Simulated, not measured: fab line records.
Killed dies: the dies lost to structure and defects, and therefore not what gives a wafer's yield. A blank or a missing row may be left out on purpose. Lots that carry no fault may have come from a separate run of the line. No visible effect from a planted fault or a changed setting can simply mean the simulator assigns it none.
The same fault as seen by 3 desks -- flow nand-harc -- every desk sees just its own numbers, and what lay behind them comes last

== METROLOGY DESK ==
What the gauges read, lot by lot, whatever tool the lot ran on: means of the sampled wafers that have a number. The brackets show how far a lot's mean lies from the usual mean; more than 4 standard deviations puts the lot out of limits, marked OUT.
Columns: A = cd-nm at NHARC_A_CONTACT_CD_MEAS_69, usual 200.1 nm; B = overlay-x-nm at NHARC_A_CONTACT_OVL_MEAS_70, usual -0.2 nm; C = overlay-y-nm at NHARC_A_CONTACT_OVL_MEAS_70, usual 0.1 nm
lot,first seen here,A,B,C
L352,day 16 19:08,199.7,-0.2,1.1
L360,day 19 12:13,199.3,-0.6,-1.2
L361,day 19 13:17,200.0,-2.1,1.3
L367,day 20 23:11,199.9,0.3,-0.8
L369,day 21 05:13,200.4,-0.6,0.8
L370,day 22 09:38,199.9,0.3,1.0
This desk's verdict: no lot among the 6 shows anything out of limits.

== THE DEFECT DESK ==
For each lot, the counts of the inspections along the route, averaged over the sampled wafers that have a number. The brackets show how far a lot's mean lies from the usual mean; more than 4 standard deviations puts the lot out of limits, marked OUT.
Columns: A = raw-defect-count at NHARC_A_CONTACT_INSPECT_71, usual 27
lot,first seen here,A
L352,day 16 19:16,14
L360,day 19 12:21,10
L361,day 19 13:25,25
L367,day 20 23:18,13
L369,day 21 05:20,28
L370,day 22 09:45,20
This desk's verdict: no lot among the 6 shows anything out of limits.

== FOR THE TOOL OWNER'S DESK: rie-diel-11 ==
The tool's own readings at NHARC_A_CONTACT_ETCH_76 (etches the open film in N2/H2, target depth 260 nm, time 475.3 s): means of the sampled wafers that have a number, for each lot that ran on this tool. The brackets show how far a lot's mean lies from the usual mean; more than 4 standard deviations puts the lot out of limits, marked OUT. Of its 9 readings 7 are shown: the one that was out of limits first, and those that lie furthest out on some lot.
Columns: A = mfc-ar-sccm at NHARC_A_CONTACT_ETCH_76, usual 0.005 sccm; B = oes-product-au at NHARC_A_CONTACT_ETCH_76, usual 0.999 a.u.; C = rf-fwd-power-W at NHARC_A_CONTACT_ETCH_76, usual 399.2 W; D = rf-vpp-V at NHARC_A_CONTACT_ETCH_76, usual 430.5 V; E = run-length-s at NHARC_A_CONTACT_ETCH_76, usual 496.6 s; F = showerhead-plenum-p-Torr at NHARC_A_CONTACT_ETCH_76, usual 2.04 Torr; G = throttle-valve-pct at NHARC_A_CONTACT_ETCH_76, usual 14.171 %
lot,first seen here,A,B,C,D,E,F,G
L352,day 16 19:32,0.005,1.004,400.5,430.6,496.7,2.04,14.168
L361,day 19 13:40,0.005,0.992,398.8,430.3,496.8,2.04,14.169
L367,day 20 23:32,0.000,1.008,397.2,429.6,496.1,2.00,14.162
L369,day 21 05:49,0.016,0.980,399.1,434.1,425.6 (-99 or more) OUT,2.16,14.171
L370,day 22 09:59,0.005,0.987,397.5,428.8,400.6 (-99 or more) OUT,2.03,14.177
This desk's verdict: out of limits on L369, L370, starting with L369 at day 21 05:49 (run-length-s at NHARC_A_CONTACT_ETCH_76). L352, L361, L367 stayed within limits.

== BROUGHT TOGETHER ==
The tool owner's desk had the chance to raise an alarm at day 21 05:49 on L369, L370.
From the metrology desk's view, nothing was out of limits.
The defect desk saw nothing out of limits.
The metrology desk has L369, L370 on record, within its limits.
The defect desk has L369, L370 on record, within its limits.
Of the lots named, all ran NHARC_A_CONTACT_ETCH_76 on rie-diel-11.

== WHAT WAS PUT IN BY THE SIMULATOR ==
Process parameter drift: rie-diel-11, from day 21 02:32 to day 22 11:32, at NHARC_A_CONTACT_ETCH_76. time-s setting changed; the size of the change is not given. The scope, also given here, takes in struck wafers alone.
Shown lots that were struck: L369, L370.
Delay in hours, fault start to first out-of-limits reading, by desk: the tool owner's desk at 3.
